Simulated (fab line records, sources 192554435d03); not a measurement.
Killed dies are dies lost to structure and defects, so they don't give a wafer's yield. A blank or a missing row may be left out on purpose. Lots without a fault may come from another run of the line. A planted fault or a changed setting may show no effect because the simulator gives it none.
Split-lot experiment | flow n5_finfet | 7 lots, 21 wafers read, on a route of 1938 steps

THE SPLIT
At N5_BEOL_M15_SPUTTER_44 (material Ta, target thk 15 nm, time 24.19 s), the setting power_w was moved away from the recipe's 15000 W on 5 of the 21 wafers read, by -17.1% to +13.0%. The other wafers ran this setting at the recipe's value.

The reading is taken at the split's own step.

THE READING
Ta_of_BEOL_M15_SPUTTER_44.thk_nm (the simulator's own value, which no gauge read), in nm, at N5_BEOL_M15_SPUTTER_44 (material Ta, target thk 15 nm, time 24.19 s). The file gives no usual value for it. The 16 wafers here that ran the recipe average 15.2 nm, standard deviation 0.21 nm.

wafer  | tool, chamber at the split | power_w as run, W | against the recipe | Ta_of_BEOL_M15_SPUTTER_44.thk_nm, nm | against lot-mates on the recipe
L074.4 | pvd_sputter-03, -          | 15000             | recipe             | 15.4                                 | -
L074.5 | pvd_sputter-03, -          | 13600             | -9.3%              | 14.2                                 | -1.2
L074.6 | pvd_sputter-03, -          | 13600             | -9.3%              | 13.8                                 | -1.6
L075.2 | pvd_sputter-03, -          | 15000             | recipe             | 15                                   | -
L075.3 | pvd_sputter-03, -          | 12430             | -17.1%             | 12.6                                 | -2.7
L075.4 | pvd_sputter-03, -          | 15000             | recipe             | 15.6                                 | -
L084.3 | pvd_sputter-03, -          | 15000             | recipe             | 15.2                                 | -
L084.6 | pvd_sputter-03, -          | 15000             | recipe             | 15.2                                 | -
L084.5 | pvd_sputter-03, -          | 15000             | recipe             | 15                                   | -
L088.1 | pvd_sputter-01, -          | 15000             | recipe             | 15.2                                 | -
L088.3 | pvd_sputter-01, -          | 15000             | recipe             | 15                                   | -
L088.5 | pvd_sputter-01, -          | 15000             | recipe             | 15.4                                 | -
L091.1 | pvd_sputter-03, -          | 15000             | recipe             | 15                                   | -
L091.2 | pvd_sputter-03, -          | 15000             | recipe             | 15.6                                 | -
L091.5 | pvd_sputter-03, -          | 15000             | recipe             | 15.2                                 | -
L093.1 | pvd_sputter-02, -          | 16950             | +13.0%             | 17                                   | +1.9
L093.2 | pvd_sputter-02, -          | 15000             | recipe             | 15.2                                 | -
L093.5 | pvd_sputter-02, -          | 15000             | recipe             | 15                                   | -
L097.4 | pvd_sputter-01, -          | 15000             | recipe             | 15                                   | -
L097.5 | pvd_sputter-01, -          | 15000             | recipe             | 15                                   | -
L097.6 | pvd_sputter-01, -          | 13760             | -8.3%              | 14                                   | -1.0

THE FIT
A straight line over all 21 wafers: Ta_of_BEOL_M15_SPUTTER_44.thk_nm changes by +0.142 nm for each +1% of power_w; r = +0.97; the points scatter about the line by 0.21 nm.
The same after taking each lot's own level away (the mean of its wafers on the recipe; 21 wafers): +0.15 nm for each +1%; r = +0.98; scatter 0.18 nm.
On that fit, the largest move of power_w shifts the reading by 2.6 nm.
The lots' own levels span 15.00 to 15.40 nm, that is 1.9 times the standard deviation above.
So the lot-to-lot level changes the slope little: the two slopes agree.
Check: with one of the wafers moved furthest among these (-17.1%) left out of the fit, the line predicts -2.46 nm for it against its lot-mates. It came out at -2.7 nm against them.

OTHER SPLITS ON THESE WAFERS
These wafers also went through other splits before the reading. Each is held against what the fit with the lots' levels taken away leaves over:
other split on the same wafers     | wafers away from the commonest value | r with Ta_of_BEOL_M15_SPUTTER_44.thk_nm (lot level and that fit taken away)
N5_BEOL_M8_TRENCH_ETCH_37 source_w | 7                                    | +0.05
N5_BEOL_M10_ETCH_62 time_s         | 6                                    | +0.08
N5_BEOL_M11_ETCH_41 time_s         | 7                                    | -0.23
N5_BEOL_M13_ETCH_68 time_s         | 10                                   | -0.02
N5_BEOL_M15_TRENCH_ETCH_34 time_s  | 8                                    | -0.03

THE FILE'S OWN FIT
Ta_of_BEOL_M15_SPUTTER_44.thk_nm changes by +0.149 nm for each +1% of power_w, r = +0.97.
